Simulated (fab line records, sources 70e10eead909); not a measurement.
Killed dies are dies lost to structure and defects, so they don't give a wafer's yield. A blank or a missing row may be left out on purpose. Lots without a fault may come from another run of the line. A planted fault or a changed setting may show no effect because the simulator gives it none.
Which tool did it? | flow nand_harc | 11 lots, 33 wafers sampled, at 4 steps of a route of 1159

WHAT THE GAUGES READ, wafer by wafer
NHARC_P_GATE_CD_MEAS_46: target cd 720 nm.
lot  | measured     | on        | cd_nm (nm)
L100 | day 5 10:05  | cd_sem-03 | 717.9 717.4 720.4
L102 | day 6 01:12  | cd_sem-02 | 723.1 721.6 719.0
L106 | day 6 18:47  | cd_sem-02 | 719.9 721.8 720.2
L108 | day 7 09:02  | cd_sem-03 | - - -
L117 | day 9 10:29  | cd_sem-01 | 719.0 719.9 719.6
L116 | day 9 10:39  | cd_sem-02 | 719.4 716.7 716.1
L118 | day 9 21:52  | cd_sem-02 | 719.4 719.5 720.7
L119 | day 10 06:28 | cd_sem-01 | 718.6 714.2 716.8
L120 | day 10 14:17 | cd_sem-03 | 721.1 721.3 722.6
L122 | day 10 14:07 | cd_sem-02 | 717.9 717.8 716.4
L121 | day 10 14:36 | cd_sem-03 | 717.1 721.1 717.7

WHICH TOOL RAN EACH LOT (tool, then ch and the chambers of the sampled wafers, then the start)
lot  | NHARC_P_GATE_DESCUM_31             | NHARC_P_GATE_HM_OPEN_105                      | NHARC_P_GATE_EXPOSE_43
L100 | rie_diel-02 ch 1,3, day 4 21:41    | rie_diel-02 ch 0,2, day 5 09:56 or earlier    | krf_scanner-03 ch 0, day 5 09:56
L102 | rie_diel-13 ch 1,3, day 5 13:17    | rie_diel-13 ch 1,2,3, day 6 01:03 or earlier  | krf_scanner-04 ch 0, day 6 01:03
L106 | rie_diel-02 ch 1,2,3, day 6 06:52  | rie_diel-02 ch 1,2,3, day 6 18:38 or earlier  | krf_scanner-01 ch 0, day 6 18:38
L108 | rie_diel-02 ch 0,1,2, day 6 21:01  | rie_diel-02 ch 2,3, day 7 08:52 or earlier    | krf_scanner-04 ch 0, day 7 08:52
L117 | rie_diel-02 ch 0,3, day 8 22:10    | rie_diel-02 ch 0,1,3, day 9 10:19 or earlier  | krf_scanner-03 ch 0, day 9 10:19
L116 | rie_diel-05 ch 0,1, day 8 22:38    | rie_diel-05 ch 0,1,3, day 9 10:29 or earlier  | krf_scanner-01 ch 0, day 9 10:29
L118 | rie_diel-05 ch 1,2,3, day 9 10:03  | rie_diel-05 ch 1,2,3, day 9 21:43 or earlier  | krf_scanner-04 ch 0, day 9 21:43
L119 | rie_diel-02 ch 0,2, day 9 16:17    | rie_diel-02 ch 0,1, day 10 06:19 or earlier   | krf_scanner-03 ch 0, day 10 06:19
L120 | rie_diel-13 ch 0,1,2, day 10 02:12 | rie_diel-13 ch 0,1,3, day 10 14:08 or earlier | krf_scanner-01 ch 0, day 10 14:08
L122 | rie_diel-02 ch 0,2, day 10 02:20   | rie_diel-02 ch 2,3, day 10 13:58 or earlier   | krf_scanner-04 ch 0, day 10 13:58
L121 | rie_diel-05 ch 0,1, day 10 02:42   | rie_diel-05 ch 0,1,3, day 10 14:27 or earlier | krf_scanner-04 ch 0, day 10 14:27
- NHARC_P_GATE_DESCUM_31: chemistry O2, time 3 s.
- NHARC_P_GATE_HM_OPEN_105: chemistry O2/COS, target depth 360 nm.
- NHARC_P_GATE_EXPOSE_43: exposes mask P NSD, target cd 720 nm.

THE ANSWER, worked out from the rows above alone
Rule: what is usual is taken from the lots themselves. Put in order of their means at a reading, lots are off if they are a third of the lots or fewer, leave a main group of 4 or more, and stand apart from it by a gap of 3 or more times the standard deviation of the main group's means; of several such gaps the widest counts. A main group whose means are all the same, to the digits that the tables above print for the reading, isn't used. A lot without any number at a reading at which 4 lots or more have one is off too. The other lots that the step has rows for count as sound.
Off: L108, at NHARC_P_GATE_CD_MEAS_46 (cd_nm). Without a number there: L108. The main group: mean 719.1 nm, standard deviation 1.6.
A tool fits if, at a process step before that reading, it ran every lot that is off, and no sound lot after the first of them. The gauges at NHARC_P_GATE_CD_MEAS_46 are tried like those tools. NHARC_P_GATE_HM_OPEN_105 gives no start for some lots, so the hours and the order of its lots are those of NHARC_P_GATE_EXPOSE_43. None of those tried fits.

WHAT THE SIMULATOR HAD PUT IN
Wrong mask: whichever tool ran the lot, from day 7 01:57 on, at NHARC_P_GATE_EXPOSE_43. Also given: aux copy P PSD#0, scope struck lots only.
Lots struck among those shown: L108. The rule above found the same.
